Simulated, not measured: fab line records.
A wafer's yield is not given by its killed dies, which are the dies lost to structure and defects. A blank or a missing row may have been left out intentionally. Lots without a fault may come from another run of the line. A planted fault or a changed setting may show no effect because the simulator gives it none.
Matching of chambers ; flow nand-harc ; NHARC_A_DECK1_JOINT_CMP_13 on cmp-01: 4 sister chambers
The step polishes, target thk 51.023 nm. 22 wafers are shown with their chamber, then 11 later ones without.

## EACH WAFER AND ITS CHAMBER
wafer;chamber;time-to-endpoint-s (s);motor-current-A (A);edge-zone-pressure-frac
L075.1;0;6.9;10.8;1.005
L075.2;2;8.0;11.6;0.998
L075.5;0;4.7;11.2;0.999
L079.1;0;3.3;11.3;1.006
L079.5;2;4.6;11.6;0.997
L079.6;1;10.9;12.6;1.009
L080.3;2;4.7;11.9;0.997
L080.4;3;7.8;11.8;0.999
L080.6;1;9.9;12.6;1.003
L082.1;0;3.8;11.9;1.005
L082.2;2;6.5;11.5;1.005
L082.6;1;11.1;12.6;1.005
L085.2;0;3.6;11.2;1.002
L085.4;3;7.0;12.3;1.002
L085.6;2;7.3;11.6;1.001
L086.3;1;10.2;12.6;0.996
L086.4;0;5.1;11.5;1.004
L086.6;3;10.2;11.9;0.992
L089.1;1;12.2;12.2;1.000
L089.3;3;7.1;11.8;1.007
L089.4;0;5.9;11.3;0.997
L090.1;2;8.4;12.4;1.001

SIGNATURES, as means of the wafers listed above
reading;chamber 0;chamber 1;chamber 2;chamber 3;scatter within a chamber
time-to-endpoint-s;4.757;10.860;6.583;8.025;1.37
motor-current-A;11.314;12.520;11.767;11.950;0.292
edge-zone-pressure-frac;1.00257;1.00260;0.99983;1.00000;0.00431
Rule: for each reading, subtract the chamber's mean from the wafer's reading, divide by that reading's scatter and square the result; add these up over the readings and take the root, which gives the wafer's distance from the chamber. If the next closest chamber is less than 2 further off than the closest, the wafer can't be placed; otherwise it belongs to the closest. How the scatter is found: for the shown wafers, subtract from each reading the mean of its chamber, square and add these, divide the total by (wafers less chambers), then take the root.

## WAFERS MISSING THEIR CHAMBER
wafer;time-to-endpoint-s (s);motor-current-A (A);edge-zone-pressure-frac
L090.3;13.4;12.5;0.994
L090.4;9.7;11.8;1.007
L091.3;12.6;12.3;0.993
L091.5;11.2;11.9;0.994
L091.6;8.8;11.7;1.011
L092.1;10.1;12.2;1.002
L092.2;8.9;11.8;1.004
L092.5;7.7;11.1;0.990
L097.1;11.0;12.0;0.999
L097.3;4.7;11.5;1.004
L097.6;11.1;12.3;1.004

## THE CHAMBER EACH PASSED THROUGH
wafer;from the rows above;in truth
L090.3;can't be placed: 1 or 3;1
L090.4;can't be placed: 3 or 1 or 2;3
L091.3;can't be placed: 1 or 3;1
L091.5;can't be placed: 3 or 1 or 2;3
L091.6;can't be placed: 3 or 2 or 1 or 0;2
L092.1;can't be placed: 1 or 3 or 2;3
L092.2;can't be placed: 3 or 2 or 1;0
L092.5;can't be placed: 2 or 0 or 3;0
L097.1;can't be placed: 1 or 3 or 2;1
L097.3;can't be placed: 0 or 2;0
L097.6;can't be placed: 1 or 3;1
0 of 11 placed correctly. Unplaceable from these rows: 11, with the true chamber sitting among the candidates in 10. Wrongly placed: 0.
